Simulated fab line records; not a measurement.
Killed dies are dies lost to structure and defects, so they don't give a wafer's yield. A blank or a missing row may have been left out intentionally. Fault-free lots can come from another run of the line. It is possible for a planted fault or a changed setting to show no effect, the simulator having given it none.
Comparing a struck lot with a sound one / flow n5-finfet / 37 steps out of a route of 1938
Sound: these wafers, L121.2, L121.3, L121.5. Wafers L119.1, L119.3, L119.6 were the ones struck. At the end, the cause is stated.
Order at every step that has rows: each side's tool, ch and its chambers, its first start. Under that, the readings that differ: sound wafers / struck wafers / difference of the means / sigmas: that difference in standard deviations of wafers without a fault.
alike: a reading whose means differ by less than 2 such deviations, as well as words and numbers matching on both sides. not compared: withheld readings; readings where some wafer has no value; bounds like >300 that might hide an equal value; numbers whose values overlap and for which the record gives no deviation.
Wherever a step has rows on one side only, a row that says differs or no value, or a row with sigmas, the two part there. When numbers do not overlap yet have no deviation, they are printed without sigmas and do not part them. A reading that every wafer of one side lacks parts them only if that side has two wafers or more.

first, 9 steps without rows for these wafers: N5_BEOL_M4_ANNEAL_95 (time 240 s); N5_BEOL_M4_SPUTTER_96 (material Cu, target thk 4.5 nm, time 8.29 s); N5_BEOL_M4_ECD_50 (material Cu, target thk 300 nm); N5_BEOL_M4_ANNEAL_51 (time 90 s); N5_BEOL_M4_CMP_52 (polishes, stops on SiOC, t overpolish 6.8 s, target thk 40 nm); N5_BEOL_M4_PRE_CLEAN_60 (time 15 s); N5_BEOL_M4_CO_CAP_55 (material Co, precursor CCTBA/H2, target thk 2 nm, time 102.1 s); N5_BEOL_M4_PRE_CLEAN_56 (time 15 s); N5_BEOL_M4_DEP_57 (deposits SiCN from 3MS/NH3, target thk 8 nm, time 14 s).
N5_BEOL_M4_RC_MEAS_101:
  sound on prober-01 ch 0, day 15 13:35; struck on prober-02 ch 0, day 15 09:59
reading=IOFF_P (nA/um); sound=0.15 0.18 0.16; struck=0.38 0.20 0.31; difference=+0.13; sigmas=+3
reading=SS_N (mV/dec); sound=71.3 70.6 70.4; struck=72.9 72.6 72.4; difference=+1.9; sigmas=+2
reading=VT_N (mV); sound=256 254 256; struck=242 251 244; difference=-10; sigmas=-2
reading=VT_P (mV); sound=-257 -253 -254; struck=-240 -249 -243; difference=+11; sigmas=+3
  alike: DIBL_N, DIBL_P, IOFF_N, ION_N, ION_P, SS_P
then, 24 steps without rows for these wafers: N5_BEOL_M5_ILD_DEP_00 (deposits SiCOH lowk from DEMS/porogen, target thk 140.64 nm, time 25.9 s); N5_BEOL_M5_CURE_79 (cures SiCOH lowk, time 240 s); N5_BEOL_M5_PECVD_70 (deposits SiO2 from TEOS/O2, target thk 16 nm, time 18 s); N5_BEOL_M5_HM_DEP_02 (deposits TiN, target thk 20 nm); N5_BEOL_M5_COAT_59 (time 60 s, resist thk 60 nm); N5_BEOL_M5_COAT_60 (time 60 s, resist thk 12 nm); N5_BEOL_M5_COAT_71 (time 60 s, resist thk 5 nm); N5_BEOL_M5_COAT_05 (resist thk 30 nm); N5_BEOL_M5_EBR_07; N5_BEOL_M5_SOFTBAKE_06 (time 60 s); N5_BEOL_M5_EXPOSE_08 (exposes mask M5, target cd 28 nm); N5_BEOL_M5_PEB_09 (peb time 60 s); N5_BEOL_M5_DEVELOP_10 (develop time 30 s); N5_BEOL_M5_DESCUM_16 (chemistry O2, time 7 s); N5_BEOL_M5_ETCH_72 (etches underlayer in N2/H2, target depth 6.5 nm, time 5.2 s); N5_BEOL_M5_ETCH_61 (etches SiARC in CF4, target depth 15.6 nm, time 26 s); N5_BEOL_M5_ETCH_62 (etches SOC in N2/H2, target depth 75 nm, overetch 15 nm, time 112.5 s); N5_BEOL_M5_STRIP_63 (strips in N2/H2); N5_BEOL_M5_STRIP_73 (strips in N2/H2); N5_BEOL_M5_STRIP_64 (strips in CF4); N5_BEOL_M5_HM_OPEN_17 (chemistry Cl2/BCl3, target TiN, target depth 20 nm, overetch 6 nm); N5_BEOL_M5_STRIP_19 (strips in O2); N5_BEOL_M5_COAT_65 (time 60 s, resist thk 60 nm); N5_BEOL_M5_COAT_66 (time 60 s, resist thk 12 nm).
-- a jump in the record: the struck wafers' starts before and after are 3 days apart (it breaks off in module BEOL_M5 and resumes in module BEOL_M10, where the first step shown is number 1470 of the route) --
N5_BEOL_M10_ILD_DEP_00: deposits SiCOH lowk from DEMS/porogen, target thk 308.51 nm, time 58 s.
  sound on pecvd-01 ch 0,1,2, day 17 18:35; struck on pecvd-04 ch 0, day 17 23:37
  alike: heater-power-w, showerhead-plenum-p-Torr, throttle-valve-pct
  not compared: since-wet-clean-h
N5_BEOL_M10_THK_MEAS_01:
  sound on film-metro-02 at day 17 19:11; struck on film-metro-02 at day 18 00:13
reading=M10_ILD_THK (nm); sound=271 267 274; struck=219 225 223; difference=-48; sigmas=-11
-- here the record skips 3 days between the struck wafers' starts before and after, leaving off in module BEOL_M10 and picking up in module PASSIVATION (first step shown: number 1936 of the route) --
N5_PASSIVATION_PROBE_49:
  sound on prober-01 at day 20 22:15; struck on prober-02 at day 21 08:40
reading=defect-limited-yield (%); sound=92.2 91.7 92.5; struck=72.0 81.4 69.5; difference=-17.8; sigmas=-12
reading=killed_at_M4_up; sound=16 9 15; struck=222 140 248; difference=+190; sigmas=+37
reading=killed-at-contacts; sound=3 6 7; struck=25 27 9; difference=+15; sigmas=+2
reading=killed-dies; sound=92 98 89; struck=330 220 360; difference=+210; sigmas=+12
reading=killed-on-rim; sound=12 6 10; struck=152 130 152; difference=+135; sigmas=+33
reading=sort-n-pass; sound=1088 1082 1091; struck=849 960 820; difference=-211; sigmas=-12
reading=sort-yield-pct (%); sound=92.2 91.7 92.5; struck=71.9 81.4 69.5; difference=-17.9; sigmas=-12
  alike: killed_at_M0_to_M3, killed-at-front-end, killed-at-other, killed-open, killed-short, sort_bin_4_leakage, sort_bin_5_function, sort_bin_6_memory

WHERE THEY PART
Earliest at N5_BEOL_M4_RC_MEAS_101; latest, in this record, at N5_PASSIVATION_PROBE_49.

WHY: what the simulator had put in
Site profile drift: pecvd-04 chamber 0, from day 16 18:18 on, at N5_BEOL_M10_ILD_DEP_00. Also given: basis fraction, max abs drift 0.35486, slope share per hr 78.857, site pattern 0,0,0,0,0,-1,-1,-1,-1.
